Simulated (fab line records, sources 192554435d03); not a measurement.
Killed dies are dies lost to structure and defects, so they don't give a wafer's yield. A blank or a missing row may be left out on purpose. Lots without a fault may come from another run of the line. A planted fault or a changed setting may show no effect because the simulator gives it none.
A struck lot beside a sound one | flow n5_finfet | 38 steps out of a route of 1938
Sound: wafers L772.2, L772.3, L772.6. Struck: wafers L767.1, L767.2, L767.4. The cause comes at the end.
At each step with rows: each side's tool, then ch and its chambers, then its first start. Under that, the readings that differ: sound wafers | struck wafers | difference of the means | sigmas: that difference in standard deviations of wafers without a fault.
alike: readings whose means differ by less than 2 such deviations, and words and numbers that are the same on both sides. not compared: withheld readings, readings that some wafer has no value for, bounds like >300 that may hide the same value, and numbers for which the record gives no deviation and whose values overlap.
The two part at a step that has a row with sigmas, a row that says differs or no value, or rows on one side only. Numbers that don't overlap but have no deviation are shown without sigmas and don't part them. A reading that every wafer of one side lacks parts them only if that side has two wafers or more.

first, 11 steps without rows for these wafers: N5_MOL_CONTACT_COAG_STRIP_107 (strips in N2/H2); N5_MOL_CONTACT_COAG_STRIP_108 (strips in N2/H2); N5_MOL_CONTACT_COAG_CONTACT_ETCH_14 (etches SiO2 in C4F6/O2, target depth 27.5 nm, overetch 8.5 nm, time 20 s); N5_MOL_CONTACT_COAG_STRIP_109 (strips in C4F6/O2); N5_MOL_CONTACT_COAG_ETCH_15 (etches SiNx in CH3F/O2, stops on Si:P, target depth 7 nm); N5_MOL_CONTACT_COAG_ETCH_110 (etches Si in CF4/O2, target depth 2.5 nm, time 8 s); N5_MOL_CONTACT_COAG_STRIP_98 (strips in N2/H2); N5_MOL_CONTACT_COAG_IMPLANT_129; N5_MOL_CONTACT_COAG_PRECLEAN_111 (cleans in NF3:NH3, afs cycles 1, time 20 s, sublimation time 60 s); N5_MOL_CONTACT_COAG_TI_SIL_19 (material Ti, target thk 4.2 nm, time 15 s); N5_MOL_CONTACT_COAG_ALD_20 (deposits TiN, target thk 1.5 nm, pulse time 1 s, purge time 3 s).
N5_MOL_CONTACT_COAG_SIL_ANNEAL_21: time 60 s.
  sound on rtp_anneal-02 ch 0, day 8 17:39; struck on rtp_anneal-01, day 7 13:53
  no value came back on the struck wafers for lamp_power_pct (%), lamp_zone_1_pct (%), wafer_temp_C_max; on the sound wafers lamp_power_pct (%) reads 6.0 6.0 6.0
then, 24 steps without rows for these wafers: N5_MOL_CONTACT_COAG_PRE_CLEAN_141 (time 60 s); N5_MOL_CONTACT_COAG_SPUTTER_143 (material Co, target thk 2.5 nm); N5_MOL_CONTACT_COAG_CO_FILL_22 (material Co, precursor CCTBA/H2, target thk 20 nm); N5_MOL_CONTACT_COAG_ANNEAL_113 (time 300 s); N5_MOL_CONTACT_COAG_PRE_CLEAN_142 (time 60 s); N5_MOL_CONTACT_COAG_SPUTTER_130 (material Co, target thk 47.5 nm); N5_MOL_CONTACT_COAG_PRECLEAN_125 (cleans in DIW, time 57.5 s); N5_MOL_CONTACT_COAG_SRD_126 (dry time 32 s); N5_MOL_CONTACT_COAG_CMP_23 (polishes, stops on SiO2, t overpolish 1.5 s, target thk 0 nm); N5_MOL_CONTACT_COAG_WET_ETCH_26 (target Co, target depth 13 nm); N5_MOL_CONTACT_COAG_WET_ETCH_116 (etches the open film in SC1-inhibited, target depth 4.6 nm, rinse time 30 s); N5_MOL_CONTACT_COAG_ALD_27 (deposits SiOC, target thk 17 nm, pulse time 1.5 s, time 2720 s); N5_MOL_CONTACT_COAG_CMP_28 (polishes, stops on SiNx, t overpolish 0.85 s, target thk 14.522 nm); N5_MOL_CONTACT_COAG_ALD_123 (deposits SiNx, target thk 5 nm, pulse time 1 s, purge time 2 s); N5_MOL_CONTACT_COAG_PECVD_31 (deposits SiO2 from TEOS/O2, target thk 46 nm, time 8.9 s); N5_MOL_CONTACT_COAG_COAT_75 (time 60 s, resist thk 60 nm); N5_MOL_CONTACT_COAG_COAT_76 (time 60 s, resist thk 10 nm); N5_MOL_CONTACT_COAG_COAT_77 (time 60 s, resist thk 10 nm); N5_MOL_CONTACT_COAG_COAT_78 (resist thk 40 nm); N5_MOL_CONTACT_COAG_EBR_80; N5_MOL_CONTACT_COAG_SOFTBAKE_79 (time 60 s); N5_MOL_CONTACT_COAG_EXPOSE_81 (exposes mask VG, defocus 0 nm); N5_MOL_CONTACT_COAG_PEB_82 (peb time 60 s); N5_MOL_CONTACT_COAG_DEVELOP_83 (develop time 30 s).
-- the record jumps here: 4 days lie between the struck wafers' starts before and after (it left off in module MOL_CONTACT_COAG and takes up again in module BEOL_M4, whose first step shown is number 1111 of the route) --
N5_BEOL_M4_RC_MEAS_101:
  sound on prober-02 ch 0, day 12 03:19; struck on prober-01 ch 0, day 11 02:17
  reading             | sound            | struck            | difference | sigmas
  ION_N (uA/um)       | 674 669 662      | 620 626 591       | -56        | -5
  ION_P (uA/um)       | 469 458 455      | 433 433 425       | -30        | -4
  RC_DENSE_N (ohm.um) | 18.5 18.6 19.0   | 69.7 69.0 71.2    | +51.3      | +99 or more
  RC_DENSE_P (ohm.um) | 23.7 23.7 24.3   | 88.3 87.6 89.9    | +64.7      | +99 or more
  RC_N (ohm.um)       | 15.2 15.1 15.5   | 56.5 56.4 57.7    | +41.6      | +99 or more
  RC_P (ohm.um)       | 19.3 19.3 19.7   | 72.5 70.9 73.4    | +52.8      | +99 or more
  REXT_N (ohm.um)     | 74.9 76.1 76.8   | 104.4 105.6 108.5 | +30.2      | +17
  REXT_P (ohm.um)     | 99.9 102.4 102.5 | 143.1 143.8 144.5 | +42.2      | +16
  alike: DIBL_N, DIBL_P, IOFF_N, IOFF_P, SS_N, SS_P, VT_N, VT_P
-- the record jumps here: 5 days lie between the struck wafers' starts before and after (it left off in module BEOL_M4 and takes up again in module PASSIVATION, whose first step shown is number 1936 of the route) --
N5_PASSIVATION_PROBE_49:
  sound on prober-02, day 16 16:20; struck on prober-01, day 16 00:28
  reading              | sound          | struck            | difference | sigmas
  sort_bin_8_speed (%) | 0 0 0          | 43.14 14.32 91.10 | +49.52     | +99 or more
  sort_n_pass          | 1084 1082 1067 | 552 907 15        | -586       | -37
  sort_yield_pct (%)   | 91.9 91.7 90.4 | 46.8 76.9 1.3     | -49.7      | -38
  alike: defect_limited_yield, killed_at_M0_to_M3, killed_at_M4_up, killed_at_contacts, killed_at_front_end, killed_at_other, killed_dies, killed_open, killed_short, sort_bin_5_function, sort_bin_6_memory

WHERE THEY PART
First at N5_MOL_CONTACT_COAG_SIL_ANNEAL_21; last, within this record, at N5_PASSIVATION_PROBE_49.

WHY: what the simulator had put in
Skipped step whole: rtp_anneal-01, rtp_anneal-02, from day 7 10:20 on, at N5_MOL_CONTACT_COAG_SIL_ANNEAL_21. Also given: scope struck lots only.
